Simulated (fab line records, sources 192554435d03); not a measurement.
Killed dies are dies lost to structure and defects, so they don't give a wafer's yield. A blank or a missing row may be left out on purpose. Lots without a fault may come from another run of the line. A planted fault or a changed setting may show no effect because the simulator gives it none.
fab line records | flow n5_finfet
record lots=10 wafers=27 last_day=16
route steps=1938 shown BEOL_M1@753 BEOL_M4@1111
lots that met no fault: from a run of the same line without faults
start_h: hours from the record's first day to the start of the lot's first wafer shown | wait_h: hours since the lot's step before | " the same as in the row above | L1.1+2: a row that stands for several wafers | - no value, or no start given | * or withheld: withheld | < > ~ a bound
route shown NAME@n: a module of which the file shows steps, and the number in the route of the first | usual: mean/standard deviation of fault-free wafers | same: alike in all rows | chamber/n: place in a boat | sites: the reading at each site | _std_site: their standard deviation | _edge_site: outer sites' mean less inner sites' | radius_mm: how far each site lies from the wafer's centre | mask NAME#n: copy n | behind: the tool/chamber that last shaped the wafer | hold: why the lot was held/for how many hours/how that ended | device: the transistor (n, p or np) that didn't switch | end of line: the same wafers' tests at the end of the route | a step without rows: its recipe alone | killed: dies lost to structure and defects at the first sort, not the wafer's yield | map: a wafer's dies, x killed, . not, _ none there
set.NAME: the setting as run; set.NAME@STEP: as run at that earlier step | model.NAME: the simulator's own value behind a step, which no gauge read
steps of the route over a sample of lots; a table a step, a row a wafer
services: from which hour (start_h, from the record's first day; less than 0 if before it) a tool's chamber was out of use, for how many hours, and why
## steps
# step N5_BEOL_M1_PECVD_72
# recipe material=SiO2 target_thk_a=160 temp_c=400 precursor=TEOS/O2 pressure_torr=5.5 rf_w=450 teos_flow_sccm=53.8 gas=O2 flow_sccm=3000 time_s=18
# usual heater_power_w=686/71 showerhead_plenum_p_Torr=8.83/0.038 showerhead_vpp_V=1330/83 susceptor_temp_C=400.03/0.2 throttle_valve_pct=22.3/0.83
# columns lot.wafer tool chamber start_h wait_h heater_power_w showerhead_plenum_p_Torr showerhead_vpp_V susceptor_temp_C throttle_valve_pct
L730.2 pecvd-01 0 130.13 0.0 648 8.78 1191 400.02 22.1
L730.5 " 2 " " 691 8.85 1239 400.35 21.2
L730.6 " 0 " " 630 8.82 1195 400.15 22.2
L732.2 pecvd-03 1 138.75 0.0 641 8.81 1366 400.03 23.3
L732.4 " 1 " " 647 8.79 1346 399.70 23.1
L732.6 " 2 " " 790 8.82 1393 399.98 21.5
L734.1 pecvd-01 2 149.19 0.0 606 8.86 1242 400.04 21.1
L734.5 " 0 " " 685 8.80 1185 400.08 22.5
L740.2 pecvd-01 2 193.98 0.0 636 8.86 1262 399.81 21.1
L740.3 " 0 " " 648 8.81 1218 400.02 22.0
L740.6 " 2 " " 650 8.87 1240 400.05 21.3
L741.2 pecvd-01 2 199.81 0.0 571 8.87 1254 399.96 21.3
L741.4 " 2 " " 559 8.87 1279 400.05 21.5
L741.5 " 0 " " 783 8.77 1177 400.07 22.0
L743.4 pecvd-03 1 204.29 0.1 597 8.80 1346 399.74 23.3
L743.5 " 2 " " 786 8.84 1393 400.12 21.6
L743.6 " 0 " " 645 8.88 1376 400.29 22.9
L745.3 pecvd-02 0 219.00 0.0 753 8.88 1409 399.61 21.3
L745.5 " 1 " " 745 8.77 1487 400.07 23.6
L746.2 pecvd-03 1 223.15 0.0 754 8.80 1354 400.10 23.3
L746.5 " 2 " " 770 8.83 1357 400.31 21.5
L746.6 " 0 " " 627 8.87 1383 399.99 23.3
L747.2 pecvd-02 0 225.19 0.0 780 8.89 1419 399.81 21.2
L747.4 " 0 " " 745 8.86 1433 399.89 21.2
L747.5 " 2 " " 606 8.90 1302 400.25 21.7
L748.2 pecvd-03 0 236.07 0.0 580 8.85 1410 400.00 23.2
L748.3 " 0 " " 593 8.85 1387 400.22 23.1
# step N5_BEOL_M1_ANNEAL_87
# recipe temp_c=400 time_s=240 ambient=vacuum
# usual heater_power_w=815/79 susceptor_temp_C=400.04/0.2
# columns lot.wafer tool chamber start_h wait_h heater_power_w susceptor_temp_C
L730.2 pvd_sputter-02 - 135.48 0.0 718 399.91
L730.5 " - " " 903 400.37
L730.6 " - " " 761 400.03
L732.2 pvd_sputter-02 - 149.54 0.0 750 400.21
L732.4 " - " " 916 400.09
L732.6 " - " " 919 400.11
L734.1 pvd_sputter-01 - 160.43 0.0 837 399.92
L734.5 " - " " 686 400.15
L740.2 pvd_sputter-03 - 200.60 0.0 851 400.13
L740.3 " - " " 899 399.63
L740.6 " - " " 874 400.24
L741.2 pvd_sputter-02 - 212.04 0.0 786 399.87
L741.4 " - " " 781 400.13
L741.5 " - " " 839 400.02
L743.4 pvd_sputter-02 - 218.49 0.0 912 400.22
L743.5 " - " " 917 400.04
L743.6 " - " " 748 399.91
L745.3 pvd_sputter-02 - 225.13 0.0 777 399.68
L745.5 " - " " 808 399.49
L746.2 pvd_sputter-03 - 228.48 0.0 852 400.02
L746.5 " - " " 660 399.99
L746.6 " - " " 851 400.03
L747.2 pvd_sputter-01 - 236.66 0.0 853 400.09
L747.4 " - " " 873 400.07
L747.5 " - " " 801 400.12
L748.2 pvd_sputter-03 - 243.24 0.0 820 400.12
L748.3 " - " " 890 400.24
# step N5_BEOL_M1_SPUTTER_92
# recipe material=Cu target_thk_a=45 temp_c=-20 chamber_pressure_pa=0.07 power_w=withheld time_s=8.29
# usual susceptor_temp_C=-20.00/0.12 throttle_valve_pct=29.7/0.81
# columns lot.wafer tool chamber start_h wait_h susceptor_temp_C throttle_valve_pct
L730.2 pvd_sputter-02 - 136.06 0.1 -19.90 30.9
L730.5 " - " " -19.92 30.8
L730.6 " - " " -19.80 30.9
L732.2 pvd_sputter-02 - 150.12 0.1 -20.11 30.5
L732.4 " - " " -20.13 30.5
L732.6 " - " " -19.91 30.5
L734.1 pvd_sputter-01 - 161.01 0.1 -20.19 29.3
L734.5 " - " " -20.16 29.7
L740.2 pvd_sputter-03 - 201.18 0.1 -20.08 29.8
L740.3 " - " " -19.96 30.3
L740.6 " - " " -19.85 30.5
L741.2 pvd_sputter-02 - 212.62 0.1 -20.01 29.2
L741.4 " - " " -20.00 30.6
L741.5 " - " " -20.16 29.1
L743.4 pvd_sputter-02 - 219.07 0.1 -19.98 30.6
L743.5 " - " " -20.00 30.5
L743.6 " - " " -19.78 30.5
L745.3 pvd_sputter-02 - 225.71 0.1 -19.99 28.7
L745.5 " - " " -20.21 28.9
L746.2 pvd_sputter-03 - 229.06 0.1 -20.03 30.4
L746.5 " - " " -20.14 29.1
L746.6 " - " " -19.89 30.2
L747.2 pvd_sputter-01 - 237.24 0.1 -20.07 27.4
L747.4 " - " " -20.09 29.9
L747.5 " - " " -20.04 29.4
L748.2 pvd_sputter-03 - 243.82 0.1 -19.94 30.3
L748.3 " - " " -19.95 30.5
# step N5_BEOL_M1_ANNEAL_95
# recipe temp_c=400 time_s=240 ambient=vacuum
# usual heater_power_w=817/79 susceptor_temp_C=400.01/0.21
# columns lot.wafer tool chamber start_h wait_h heater_power_w susceptor_temp_C
L730.2 pvd_sputter-02 - 136.36 0.0 762 400.10
L730.5 " - " " 887 400.13
L730.6 " - " " 760 399.90
L732.2 pvd_sputter-02 - 150.42 0.0 746 400.05
L732.4 " - " " 910 399.87
L732.6 " - " " 888 399.86
L734.1 pvd_sputter-01 - 161.31 0.0 845 400.30
L734.5 " - " " 670 400.02
L740.2 pvd_sputter-03 - 201.48 0.0 834 399.92
L740.3 " - " " 902 400.22
L740.6 " - " " 901 400.31
L741.2 pvd_sputter-02 - 212.92 0.0 797 399.75
L741.4 " - " " 758 399.73
L741.5 " - " " 861 399.65
L743.4 pvd_sputter-02 - 219.37 0.0 925 399.98
L743.5 " - " " 904 399.98
L743.6 " - " " 776 400.21
L745.3 pvd_sputter-02 - 226.01 0.0 769 400.22
L745.5 " - " " 780 400.00
L746.2 pvd_sputter-03 - 229.36 0.0 833 400.16
L746.5 " - " " 683 399.91
L746.6 " - " " 815 400.09
L747.2 pvd_sputter-01 - 237.54 0.0 832 400.23
L747.4 " - " " 886 399.83
L747.5 " - " " 834 400.05
L748.2 pvd_sputter-03 - 244.12 0.0 843 400.13
L748.3 " - " " 914 400.35
# step N5_BEOL_M1_CMP_52
# recipe stop_on=SiOC t_overpolish_s=6.8 down_force_psi=1 platen_rpm=50 clearing_platen_down_force_psi=1.5 clearing_platen_rpm=50 post_cmp_clean=cu_alkaline target_thk_nm=40 clearing_platen_pad_velocity_m_s=0.99484 pad_velocity_m_s=0.99484
# usual barrier_field_endpoint_s=24.8/0.88 motor_current_A=6.2/0.52 platen_rpm=50.00/0.035
# columns lot.wafer tool chamber start_h wait_h barrier_field_endpoint_s motor_current_A platen_rpm
L730.2 cmp-02 3 137.07 0.3 26.1 6.2 50.02
L730.6 " 1 " " 25.2 6.7 49.96
L730.5 " 2 " " 24.1 5.5 49.99
L732.2 cmp-04 2 151.09 0.2 24.7 5.2 49.99
L732.4 " 3 " " 23.7 7.2 50.07
L732.6 " 1 " " 25.1 6.0 50.00
L734.1 cmp-04 2 162.07 0.4 24.8 5.6 50.03
L734.5 " 3 " " 25.3 7.7 50.07
L740.3 cmp-01 0 202.23 0.2 24.7 6.5 50.06
L740.2 " 1 " " 26.3 5.8 49.99
L740.6 " 0 " " 31.9 6.4 50.06
L741.4 cmp-01 3 213.64 0.2 25.8 6.3 50.10
L741.2 " 1 " " 24.6 5.7 49.99
L741.5 " 3 " " 32.4 6.3 50.10
L743.4 cmp-04 0 220.29 0.2 23.8 6.0 49.91
L743.6 " 0 " " 24.4 5.7 49.94
L743.5 " 1 " " 24.7 6.3 50.02
L745.3 cmp-01 3 226.68 0.2 25.7 5.8 50.01
L745.5 " 3 " " 25.8 6.3 50.05
L746.2 cmp-04 2 230.03 0.2 25.5 5.5 50.05
L746.6 " 1 " " 25.2 6.0 50.00
L746.5 " 2 " " 24.3 5.5 49.98
L747.4 cmp-01 0 238.19 0.1 23.9 6.5 50.00
L747.2 " 3 " " 26.3 6.3 49.96
L747.5 " 1 " " 25.2 5.8 49.97
L748.2 cmp-02 3 244.79 0.2 25.0 6.1 49.99
L748.3 " 1 " " 25.7 7.1 50.01
# step N5_BEOL_M4_RC_MEAS_101
# usual DIBL_N=36.9/2.1 DIBL_P=37.1/2.5 IOFF_N=0.17/0.039 IOFF_P=0.23/0.043 ION_N=673/15 ION_P=462/9.1 SS_N=71.8/0.69 SS_P=73.6/0.74 VT_N=250/3.6 VT_P=-249.7/2.9
# columns lot.wafer tool chamber start_h wait_h DIBL_N[mV/V] DIBL_P[mV/V] IOFF_N[nA/um] IOFF_P[nA/um] ION_N[uA/um] ION_P[uA/um] SS_N[mV/dec] SS_P[mV/dec] VT_N[mV] VT_P[mV]
L730.2 prober-02 0 177.83 0.2 35.1 37.0 0.16 0.24 691 474 71.2 74.0 251 -247.6
L730.5 " 0 " " 36.0 36.9 0.15 0.23 666 459 71.7 73.6 253 -248.0
L730.6 " 0 " " 34.3 35.4 0.14 0.20 674 464 71.2 73.3 249 -248.0
L732.2 prober-01 0 180.79 0.2 33.5 33.0 0.12 0.17 677 465 70.8 72.1 254 -252.8
L732.4 " 0 " " 35.6 35.0 0.15 0.19 665 453 71.1 72.9 249 -252.3
L732.6 " 0 " " 35.8 35.6 0.14 0.19 667 452 70.7 73.2 251 -250.6
L734.1 prober-01 0 195.75 0.0 38.2 38.3 0.17 0.27 664 468 71.4 73.9 247 -245.9
L734.5 " 0 " " 40.7 40.6 0.23 0.31 681 468 72.2 74.6 247 -244.4
L740.2 prober-01 0 241.92 0.2 32.6 32.5 0.11 0.17 653 452 70.7 73.0 254 -252.1
L740.3 " 0 " " 32.4 32.4 0.10 0.16 649 451 70.4 72.7 258 -252.9
L740.6 " 0 " " 36.7 37.9 0.17 0.26 680 476 71.5 74.5 250 -247.2
L741.2 prober-02 0 242.45 0.2 36.2 36.8 0.17 0.22 659 451 72.7 72.9 252 -249.3
L741.4 " 0 " " 37.6 40.2 0.22 0.29 682 468 72.4 73.5 249 -247.1
L741.5 " 0 " " 35.9 36.7 0.16 0.21 663 455 72.2 73.3 254 -252.4
L743.4 prober-01 0 257.96 0.5 38.0 37.7 0.16 0.23 663 456 71.7 73.1 253 -248.8
L743.5 " 0 " " 36.4 35.8 0.13 0.19 664 461 70.7 73.1 257 -252.7
L743.6 " 0 " " 38.3 39.0 0.18 0.26 683 469 71.3 74.0 250 -245.5
L746.2 prober-01 0 267.39 0.2 39.1 39.0 0.23 0.26 689 473 72.1 73.4 244 -245.7
L746.5 " 0 " " 35.9 36.4 0.16 0.21 673 457 71.3 73.0 250 -250.8
L746.6 " 0 " " 40.5 42.4 0.25 0.31 701 476 72.7 74.5 246 -247.9
L745.3 prober-01 0 272.69 0.3 38.7 39.0 0.19 0.24 689 465 72.4 72.8 246 -249.5
L745.5 " 0 " " 40.3 41.2 0.20 0.27 695 474 72.6 73.8 246 -246.3
L747.2 prober-01 0 279.56 0.2 34.4 34.4 0.12 0.16 665 450 71.6 73.0 254 -251.9
L747.4 " 0 " " 37.2 37.1 0.17 0.19 671 457 71.5 73.6 249 -252.1
L747.5 " 0 " " 38.1 38.7 0.19 0.22 687 462 71.6 73.9 246 -250.4
L748.2 prober-01 0 284.13 0.2 40.9 43.4 0.28 0.34 707 486 74.2 75.1 243 -244.5
L748.3 " 0 " " 39.5 40.8 0.22 0.28 682 456 73.1 75.3 244 -247.6
## services
# columns tool chamber start_h hours kind
pecvd-03 0 121.53 5.5 scheduled_down
pecvd-03 0 147.55 3.9 repair
cmp-01 - 153.97 4.1 pm
cmp-02 - 154.51 1.9 repair
cmp-04 - 172.72 1.8 repair
pecvd-03 1 189.52 2.1 scheduled_down
pecvd-03 - 205.77 3.3 repair
cmp-02 - 220.16 0.4 repair
pecvd-01 - 227.49 1.4 repair
pecvd-03 2 231.16 2.1 scheduled_down
pecvd-03 2 233.29 - clean
pecvd-03 2 233.29 - consumable_replace:showerhead
pecvd-03 2 233.29 29.0 scheduled_down
pecvd-03 2 233.29 29.0 vent_cycle
cmp-02 - 235.04 8.3 pm
## key
first_sign step=N5_BEOL_M1_CMP_52 reading=barrier_field_endpoint_s direction=up sigmas=8.3 usual=24.8 struck=32.2
effect none on later readings
met_at N5_BEOL_M1_PECVD_72
struck_lots L740,L741
struck_wafers L740.6,L741.5
baseline_loss step=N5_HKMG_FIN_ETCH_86 wafers=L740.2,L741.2
not_acting_at N5_BEOL_M1_ANNEAL_87,N5_BEOL_M1_SPUTTER_92,N5_BEOL_M1_ANNEAL_95
onset_between 149.19 193.98
fault kind=process_parameter_drift tool=pecvd-01 chamber=- onset_h=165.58 steps=N5_BEOL_M1_PECVD_72 channel=time_s offset=* shape=step end_h=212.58 scope=struck_wafers_only acts_in=* stated=*
# baseline_loss: these wafers lose ten dies or more at that step, a loss of the line's own and not of a fault; the sort's usual values leave them out
